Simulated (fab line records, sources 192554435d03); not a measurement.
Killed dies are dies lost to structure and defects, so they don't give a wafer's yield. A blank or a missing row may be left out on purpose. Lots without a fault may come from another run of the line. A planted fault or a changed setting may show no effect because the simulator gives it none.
Split-lot experiment | flow n5_finfet | 7 lots, 21 wafers read, on a route of 1938 steps

THE SPLIT
At N5_BEOL_M5_COAT_66 (time 60 s, resist thk 12 nm), the setting spin_rpm was moved away from the recipe's 1500 rpm on 8 of the 21 wafers read, by -9.0% to +9.9%. The other wafers ran this setting at the recipe's value.

FROM THE SPLIT TO THE READING: what the file shows between them, 5 steps
- N5_BEOL_M5_COAT_22: resist thk 30 nm (also split here: spin_rpm)
- N5_BEOL_M5_EBR_24
- N5_BEOL_M5_SOFTBAKE_23: time 60 s
- N5_BEOL_M5_DESCUM_33: chemistry O2, time 7 s
- N5_BEOL_M5_ETCH_75: etches underlayer in N2/H2, target depth 6.5 nm, time 5.2 s

THE READING
etch.depth_nm (the simulator's own value, which no gauge read), in nm, at N5_BEOL_M5_ETCH_67 (etches SiARC in CF4, target depth 15.6 nm, time 26 s). The file gives no usual value for it. The 13 wafers here that ran the recipe average 12.03 nm, standard deviation 0.05 nm.

wafer  | tool, chamber at the split | spin_rpm as run, rpm | against the recipe | etch.depth_nm, nm | against lot-mates on the recipe
L074.4 | litho_track-01, 0          | 1500                 | recipe             | 11.96             | -
L074.5 | litho_track-01, 0          | 1648                 | +9.9%              | 11.41             | -0.55
L074.6 | litho_track-01, 0          | 1648                 | +9.9%              | 11.44             | -0.52
L075.2 | litho_track-01, 0          | 1365                 | -9.0%              | 12.56             | +0.56
L075.4 | litho_track-01, 0          | 1500                 | recipe             | 12                | -
L075.6 | litho_track-01, 0          | 1365                 | -9.0%              | 12.58             | +0.58
L078.2 | litho_track-04, 0          | 1567                 | +4.5%              | 11.82             | -0.26
L078.3 | litho_track-04, 0          | 1500                 | recipe             | 12.09             | -
L078.5 | litho_track-04, 0          | 1500                 | recipe             | 12.07             | -
L080.4 | litho_track-01, 0          | 1500                 | recipe             | 12                | -
L080.5 | litho_track-01, 0          | 1429                 | -4.7%              | 12.26             | +0.25
L080.6 | litho_track-01, 0          | 1500                 | recipe             | 12.02             | -
L083.2 | litho_track-05, 0          | 1500                 | recipe             | 12.06             | -
L083.3 | litho_track-05, 0          | 1366                 | -8.9%              | 12.58             | +0.52
L083.4 | litho_track-05, 0          | 1366                 | -8.9%              | 12.58             | +0.52
L085.2 | litho_track-04, 0          | 1500                 | recipe             | 12.09             | -
L085.3 | litho_track-04, 0          | 1500                 | recipe             | 12.1              | -
L085.4 | litho_track-04, 0          | 1500                 | recipe             | 12.07             | -
L086.3 | litho_track-04, 0          | 1500                 | recipe             | 11.98             | -
L086.5 | litho_track-04, 0          | 1500                 | recipe             | 11.96             | -
L086.6 | litho_track-04, 0          | 1500                 | recipe             | 11.99             | -

THE FIT
A straight line over all 21 wafers: etch.depth_nm changes by -0.06 nm for each +1% of spin_rpm; r = -0.99; the points scatter about the line by 0.046 nm.
The same after taking each lot's own level away (the mean of its wafers on the recipe; 21 wafers): -0.0579 nm for each +1%; r = -1.00; scatter 0.022 nm.
On that fit, the largest move of spin_rpm shifts the reading by 0.57 nm.
The lots' own levels span 11.960 to 12.087 nm, that is 2.6 times the standard deviation above.
So the lot-to-lot level changes the slope little: the two slopes agree.
Check: with one of the wafers moved furthest among these (+9.9%) left out of the fit, the line predicts -0.569 nm for it against its lot-mates. It came out at -0.55 nm against them.

OTHER SPLITS ON THESE WAFERS
These wafers also went through other splits before the reading. Each is held against what the fit with the lots' levels taken away leaves over:
other split on the same wafers  | wafers away from the commonest value | r with etch.depth_nm (lot level and that fit taken away)
N5_BEOL_M2_COAT_62 spin_rpm     | 10                                   | +0.08
N5_BEOL_M2_EXPOSE_08 dose_mj    | 5                                    | +0.08
N5_BEOL_M2_DESCUM_16 time_s     | 6                                    | -0.21
N5_BEOL_M4_VIA_ETCH_34 source_w | 10                                   | -0.02
N5_BEOL_M5_COAT_22 spin_rpm     | 4                                    | -0.32

THE WHOLE CHAIN: every reading that the file lists as answering this split, in the file's order
step               | what it does                                         | reading                                                                            | change (the file's fit)                                                                 | r (the file's)
N5_BEOL_M5_COAT_66 | time 60 s, resist thk 12 nm                          | SiARC_of_BEOL_M5_COAT_66.thk_nm (the simulator's own value, which no gauge read)   | -0.0616 nm for each +1% of the setting                                                  | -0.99
N5_BEOL_M5_ETCH_67 | etches SiARC in CF4, target depth 15.6 nm, time 26 s | etch.depth_nm (the simulator's own value, which no gauge read)                     | -0.0581 nm for each +1% of the setting                                                  | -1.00
N5_BEOL_M5_ETCH_67 | etches SiARC in CF4, target depth 15.6 nm, time 26 s | CAR-EUV_of_BEOL_M5_COAT_22.thk_nm (the simulator's own value, which no gauge read) | +0.0561 nm for each +1% of the setting, in a fit together with spin_rpm@BEOL_M5_COAT_22 | 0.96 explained

THE FILE'S OWN FIT
etch.depth_nm changes by -0.0581 nm for each +1% of spin_rpm, r = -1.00.
